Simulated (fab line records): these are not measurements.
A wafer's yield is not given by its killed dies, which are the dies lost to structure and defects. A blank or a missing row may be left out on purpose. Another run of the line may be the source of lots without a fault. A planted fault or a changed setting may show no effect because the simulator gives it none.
Struck lot and sound lot, side by side / flow nand_harc / 13 out of 1302 route steps
Sound: the wafers L684.3, L684.5, L684.6. Struck: wafers L697.3, L697.5 (left out: L697.4, a lot-mate that was not struck); the cause follows at the end.
For every step that has rows: the tool of each side, followed by ch and its chambers, followed by its first start. Under that, the readings that differ: sound wafers / struck wafers / difference of the means / sigmas: that difference in standard deviations of wafers without a fault.
alike: a reading whose means differ by less than 2 such deviations, as well as words and numbers matching on both sides. not compared: withheld readings; readings where some wafer has no value; bounds like >300 that might hide an equal value; numbers whose values overlap and for which the record gives no deviation.
The two part at a step that has a row with sigmas, a row that says differs or no value, or rows on one side only. Non-overlapping numbers with no deviation appear without sigmas and do not part them. Lack of a reading on every wafer of one side parts them only where that side has two or more wafers.

first, 1 step without rows for these wafers: NHARC_A_SLIT_SRD_20.
NHARC_A_SLIT_CD_MEAS_21:
  struck on cd_sem-01, day 27 03:16; sound on cd_sem-01, day 20 19:21
  alike: cd_nm
then, 3 steps without rows for these wafers: NHARC_A_SIN_REMOVE_WET_00 (chemistry H3PO4, time 15300 s); NHARC_A_SIN_REMOVE_PRECLEAN_01 (cleans in SC1); NHARC_A_SIN_REMOVE_SRD_02.
NHARC_A_SIN_REMOVE_INSPECT_04:
  struck on defect_inspect-02, day 27 09:57; sound on defect_inspect-01, day 21 01:59
  alike: raw_defect_count
NHARC_A_WL_FILL_ALD_00: deposits Al2O3, target thk 3 nm, pulse time 3 s, ald cycles 30.
  sound on ald_hk-03 ch 2,3, day 21 02:22; struck on ald_hk-03 ch 0,3, day 27 10:02
  alike: heater_power_outer_w, heater_power_w, precursor_pulse_height_rel
NHARC_A_WL_FILL_RTA_01: time 5 s.
  sound on rtp_anneal-02 ch 0, day 21 02:52; struck on rtp_anneal-01 ch 0, day 27 10:20
reading=lamp_power_pct (%); sound=28.8 28.7 28.7; struck=26.7 26.7; difference=-2.0; sigmas=-2
reading=lamp_zone_3_pct (%); sound=28.7 28.8 28.7; struck=26.6 26.7; difference=-2.1; sigmas=-2
reading=lamp_zone_4_pct (%); sound=28.7 28.7 28.7; struck=26.7 26.7; difference=-2.0; sigmas=-2
  alike: wafer_temp_C_max
NHARC_A_WL_FILL_ALD_02: deposits TiN, target thk 2 nm, pulse time 3 s, ald cycles 100.
  sound on ald_metal-01 ch 1,2,3, day 21 03:08; struck on ald_metal-02 ch 0,2, day 27 10:34
  alike: heater_power_outer_w, heater_power_w, precursor_pulse_height_rel
NHARC_A_WL_FILL_CVD_03: deposits W, target thk 40 nm, time 279 s.
  sound on cvd_w-02 ch 0,1, day 21 03:35; struck on cvd_w-01 ch 0,1, day 27 11:02
  alike: heater_power_outer_w, heater_power_w, throttle_valve_pct
NHARC_A_WL_FILL_ETCHBACK_04: etches the open film in NF3, target depth 60 nm, time 120 s.
  sound on rie_metal-01 ch 0,1, day 21 03:56; struck on rie_metal-03 ch 0, day 27 11:24
reading=drypump_motor_current_A (A); sound=4.8 5.8 4.8; struck=6.6 6.6; difference=+1.5; sigmas=+3
reading=run_length_s (s); sound=141.1 140.9 141.0; struck=56.7 56.5; difference=-84.4; sigmas=-99 or more
  alike: oes_product_au
  not compared: rf_hours_counter_h
NHARC_A_WL_FILL_ETCHBACK_05: etches the open film in Cl2/BCl3, target depth 22 nm, time 60 s.
  sound on rie_metal-01 ch 0,1, day 21 04:08; struck on rie_metal-03 ch 1, day 27 11:39
  alike: drypump_motor_current_A, oes_product_au, run_length_s
  not compared: rf_hours_counter_h
-- jump in the record: it breaks off in module A_WL_FILL and resumes in module END (first step shown: number 1302 of the route), and 4 days separate the struck wafers' starts before and after --
NHARC_END_SORT_01:
  here the record holds rows for the struck wafers (prober-02 ch 0, day 31 17:09) but none for the sound ones

== WHERE THEY PART ==
Earliest at NHARC_A_WL_FILL_RTA_01; latest, in this record, at NHARC_END_SORT_01.

WHY: what the simulator had put in
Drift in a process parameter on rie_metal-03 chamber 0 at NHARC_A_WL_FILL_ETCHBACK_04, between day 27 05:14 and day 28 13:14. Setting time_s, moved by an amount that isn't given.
